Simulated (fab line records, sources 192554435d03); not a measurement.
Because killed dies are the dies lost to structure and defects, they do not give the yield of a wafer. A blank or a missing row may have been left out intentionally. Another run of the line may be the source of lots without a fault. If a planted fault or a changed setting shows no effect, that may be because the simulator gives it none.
Which tool is to blame? | flow n5_finfet | 29 wafers from 10 lots sampled at 5 of the route's 1938 steps

== WHAT THE GAUGES SHOWED, per wafer ==
N5_HKMG_FIN_THK_MEAS_70: measures by xrf.
lot  | measured    | on            | HK_THK (nm)
L338 | day 4 12:46 | film_metro-02 | 1.609 1.615 1.600
L340 | day 4 20:27 | film_metro-01 | 1.614 1.603 1.595
L344 | day 5 20:50 | film_metro-02 | 1.607 1.650 1.596
L345 | day 6 06:05 | film_metro-02 | 1.582 1.617 1.603
L347 | day 6 15:19 | film_metro-02 | 1.644 1.572 1.601
L348 | day 6 18:02 | film_metro-02 | 1.624 1.627 1.588
L349 | day 7 03:50 | film_metro-01 | 1.597 1.607 1.616
L352 | day 7 23:07 | film_metro-02 | 1.591 1.585 1.591
L353 | day 8 01:43 | film_metro-02 | 1.591 1.600 1.561
L360 | day 9 22:20 | film_metro-01 | 1.592 1.637

N5_BEOL_M4_RC_MEAS_101.
lot  | measured     | on        | DIBL_N (mV/V)  | DIBL_P (mV/V)  | IOFF_N (nA/um) | IOFF_P (nA/um) | ION_N (uA/um) | ION_P (uA/um) | SS_N (mV/dec)  | SS_P (mV/dec)  | VT_N (mV)   | VT_P (mV)
L338 | day 8 10:25  | prober-02 | 38.3 35.3 35.2 | 39.1 35.5 36.0 | 0.24 0.16 0.16 | 0.29 0.22 0.23 | 711 670 671   | 482 465 465   | 71.9 71.7 71.8 | 73.6 71.8 72.8 | 241 249 245 | -245.8 -248.4 -249.0
L340 | day 8 13:13  | prober-02 | 33.3 36.9 33.6 | 30.4 35.9 30.2 | 0.09 0.14 0.09 | 0.15 0.21 0.14 | 643 684 642   | 452 470 443   | 70.6 71.0 70.6 | 72.3 72.7 71.8 | 257 250 258 | -252.8 -250.1 -255.9
L344 | day 9 07:47  | prober-02 | 32.3 34.5 37.8 | 30.4 33.9 38.5 | 0.09 0.12 0.17 | 0.14 0.18 0.25 | 653 666 672   | 459 465 467   | 70.1 71.4 71.9 | 71.2 73.0 73.8 | 257 251 248 | -253.7 -250.1 -247.8
L345 | day 10 17:14 | prober-02 | 38.9 35.9 36.7 | 40.1 37.6 38.4 | 0.20 0.15 0.16 | 0.21 0.18 0.19 | 675 673 670   | 456 453 452   | 72.3 71.5 72.0 | 73.5 72.7 72.8 | 250 252 252 | -253.0 -254.6 -253.3
L347 | day 10 22:55 | prober-02 | 34.5 36.6 36.0 | 33.9 35.8 35.6 | 0.13 0.16 0.16 | 0.19 0.22 0.21 | 677 685 683   | 467 462 465   | 71.6 72.0 71.9 | 73.5 73.9 73.1 | 249 246 247 | -249.3 -250.9 -249.6
L348 | day 11 15:52 | prober-01 | 34.2 35.7 39.3 | 32.9 34.2 38.5 | 0.12 0.14 0.20 | 0.19 0.20 0.28 | 666 675 667   | 463 466 456   | 70.9 71.2 73.3 | 72.2 73.9 73.9 | 253 252 247 | -250.1 -249.2 -248.1
L349 | day 11 16:26 | prober-02 | 38.8 33.9 38.7 | 41.2 34.1 39.1 | 0.25 0.13 0.23 | 0.32 0.19 0.27 | 705 680 697   | 485 468 474   | 72.3 70.7 72.0 | 73.9 72.6 73.4 | 243 249 244 | -243.5 -252.0 -249.4
L352 | day 12 21:02 | prober-02 | 38.7 37.1 38.4 | 38.7 37.5 39.5 | 0.22 0.20 0.22 | 0.25 0.23 0.27 | 690 690 697   | 463 469 469   | 72.0 71.7 72.0 | 74.1 72.8 74.3 | 246 246 242 | -247.5 -248.3 -247.3
L353 | day 12 19:57 | prober-02 | 32.4 35.0 32.9 | 32.2 36.2 34.0 | 0.11 0.15 0.13 | 0.13 0.18 0.16 | 660 670 675   | 448 458 461   | 70.8 71.6 70.4 | 71.7 73.5 71.8 | 252 250 248 | -256.9 -254.3 -254.9
L360 | day 14 01:16 | prober-02 | 34.2 36.9      | 34.1 37.5      | 0.13 0.16      | 0.18 0.23      | 676 672       | 466 468       | 70.1 71.6      | 73.3 74.1      | 251 251     | -251.3 -249.1

== EACH LOT AND THE TOOL THAT RAN IT (in order: tool; ch and the chambers of the sampled wafers; start) ==
lot  | N5_HKMG_FIN_ETCH_67               | N5_HKMG_FIN_ALD_21                 | N5_GATE_CUT_ETCH_56
L338 | rie_diel-04 ch 0,1,3, day 4 16:16 | ald_metal-04 ch 1,2,3, day 4 17:01 | rie_metal-02 ch 0,1, day 4 18:25
L340 | rie_diel-06 ch 2,3, day 4 23:41   | ald_metal-02 ch 1,2, day 5 00:26   | rie_metal-01 ch 0,1, day 5 01:52
L344 | rie_diel-06 ch 0,2, day 6 00:25   | ald_metal-03 ch 0,2,3, day 6 01:09 | rie_metal-01 ch 0, day 6 02:50
L345 | rie_diel-04 ch 0,1,3, day 6 09:21 | ald_metal-04 ch 0,1,2, day 6 10:05 | rie_metal-03 ch 0,1, day 6 11:31
L347 | rie_diel-04 ch 1,2, day 6 18:48   | ald_metal-02 ch 1,2,3, day 6 19:32 | rie_metal-03 ch 0,1, day 6 20:56
L348 | rie_diel-06 ch 1,3, day 6 21:28   | ald_metal-03 ch 0,3, day 6 22:12   | rie_metal-01 ch 0,1, day 6 23:36
L349 | rie_diel-05 ch 2,3, day 7 07:05   | ald_metal-03 ch 1,2,3, day 7 07:52 | rie_metal-01 ch 0,1, day 7 09:16
L352 | rie_diel-05 ch 1,2,3, day 8 02:46 | ald_metal-04 ch 1,3, day 8 03:31   | rie_metal-01 ch 0, day 8 04:56
L353 | rie_diel-04 ch 1,2,3, day 8 05:11 | ald_metal-03 ch 1,3, day 8 05:58   | rie_metal-03 ch 0,1, day 8 07:22
L360 | rie_diel-04 ch 0,1, day 10 01:42  | ald_metal-04 ch 1,3, day 10 02:28  | rie_metal-03 ch 0,1, day 10 03:52
- N5_HKMG_FIN_ETCH_67: etches SOC in N2/H2, stops on TiN, target depth 388.9 nm.
- N5_HKMG_FIN_ALD_21: deposits TiN, target thk 1.5 nm, pulse time 1 s, purge time 3 s.
- N5_GATE_CUT_ETCH_56: etches TiN in Cl2/Ar, target depth 21.6 nm.

== AS READ BY THE TOOLS THEMSELVES (means over the sampled wafers that have a number; for cases with no such wafer, the mark the record gives instead) ==
N5_HKMG_FIN_ETCH_67.
lot  | tool        | drypump_motor_current_A (A) | oes_product_au (a.u.) | rf_fwd_power_W (W) | rf_vpp_V (V) | showerhead_plenum_p_Torr (Torr) | throttle_valve_pct (%)
L338 | rie_diel-04 | 5.3                         | 0.72                  | 840.7              | 240.9        | 2.59                            | 18.04
L340 | rie_diel-06 | 5.9                         | 0.68                  | 843.2              | 241.5        | 2.61                            | 17.81
L344 | rie_diel-06 | 6.0                         | 0.69                  | 844.2              | 240.9        | 2.53                            | 17.76
L345 | rie_diel-04 | 5.4                         | 0.70                  | 845.4              | 241.0        | 2.58                            | 18.05
L347 | rie_diel-04 | 5.5                         | 0.75                  | 844.3              | 242.0        | 2.65                            | 18.01
L348 | rie_diel-06 | 6.0                         | 0.84                  | 840.5              | 241.8        | 2.60                            | 17.53
L349 | rie_diel-05 | 6.0                         | 0.72                  | 843.4              | 241.6        | 2.58                            | 18.10
L352 | rie_diel-05 | 6.0                         | 0.77                  | 843.9              | 241.5        | 2.60                            | 17.86
L353 | rie_diel-04 | 5.5                         | 0.74                  | 846.9              | 240.8        | 2.60                            | 17.96
L360 | rie_diel-04 | 5.3                         | 0.82                  | 844.1              | 241.2        | 2.61                            | 17.91

N5_HKMG_FIN_ALD_21.
lot  | tool         | heater_power_w (W) | precursor_pulse_height_rel
L338 | ald_metal-04 | 842                | 1.005
L340 | ald_metal-02 | 855                | 1.023
L344 | ald_metal-03 | 852                | 0.997
L345 | ald_metal-04 | 923                | 0.998
L347 | ald_metal-02 | 852                | 0.983
L348 | ald_metal-03 | 834                | 1.015
L349 | ald_metal-03 | 903                | 1.001
L352 | ald_metal-04 | 929                | 1.001
L353 | ald_metal-03 | 937                | 0.985
L360 | ald_metal-04 | 920                | 0.994

N5_GATE_CUT_ETCH_56.
lot  | tool         | drypump_motor_current_A (A) | oes_ar_750_au (a.u.) | oes_product_au (a.u.) | rf_fwd_power_W (W) | throttle_valve_pct (%)
L338 | rie_metal-02 | 5.45                        | 0.61                 | 0.61                  | 593.9              | 21.16
L340 | rie_metal-01 | 5.68                        | 0.70                 | 0.70                  | 594.6              | 21.40
L344 | rie_metal-01 | 5.39                        | 0.89                 | 0.90                  | 593.1              | 21.09
L345 | rie_metal-03 | 5.83                        | 0.67                 | 0.66                  | 594.5              | 21.24
L347 | rie_metal-03 | 5.63                        | 0.71                 | 0.71                  | 596.0              | 21.10
L348 | rie_metal-01 | 5.70                        | 0.96                 | 0.95                  | 597.9              | 21.31
L349 | rie_metal-01 | 5.55                        | 0.68                 | 0.79                  | 450.3              | 21.35
L352 | rie_metal-01 | 5.40                        | 0.64                 | 0.77                  | 450.4              | 21.25
L353 | rie_metal-03 | 5.64                        | 0.69                 | 0.70                  | 594.7              | 21.12
L360 | rie_metal-03 | 5.72                        | 0.67                 | 0.67                  | 594.5              | 21.20

== THE ANSWER, worked out from the rows above alone ==
Rule: the lots themselves supply what counts as usual. The widest of any qualifying gaps counts: lots, ordered by their means at a reading, are off when they make up no more than a third of the lots, leave a main group of 4 or more, and stand apart from it by 3 or more times the standard deviation of that group's means. If all means in a main group match to the digits the tables above print for the reading, that group is not used. Also off: a lot with no number at a reading for which 4 or more lots have one. All remaining lots with rows at the step are treated as sound. Order of review: gauges by route order, followed by the tools' own readings, for which a lot's mean as printed above is used. The first step at which some lot is off is used, and at that step the reading that is off furthest; a lot without a number counts as furthest.
Off at N5_GATE_CUT_ETCH_56 (rf_fwd_power_W): L349, L352. Mean 594.9 W and standard deviation 1.4 in the main group.
A tool fits if, at that step or a process step before it, it ran every lot that is off, and no sound lot after the first of them. Can't be told from this: 2 tools fit, rie_diel-05 at N5_HKMG_FIN_ETCH_67, rie_metal-01 at N5_GATE_CUT_ETCH_56.

== WHAT THE SIMULATOR HAD PUT IN ==
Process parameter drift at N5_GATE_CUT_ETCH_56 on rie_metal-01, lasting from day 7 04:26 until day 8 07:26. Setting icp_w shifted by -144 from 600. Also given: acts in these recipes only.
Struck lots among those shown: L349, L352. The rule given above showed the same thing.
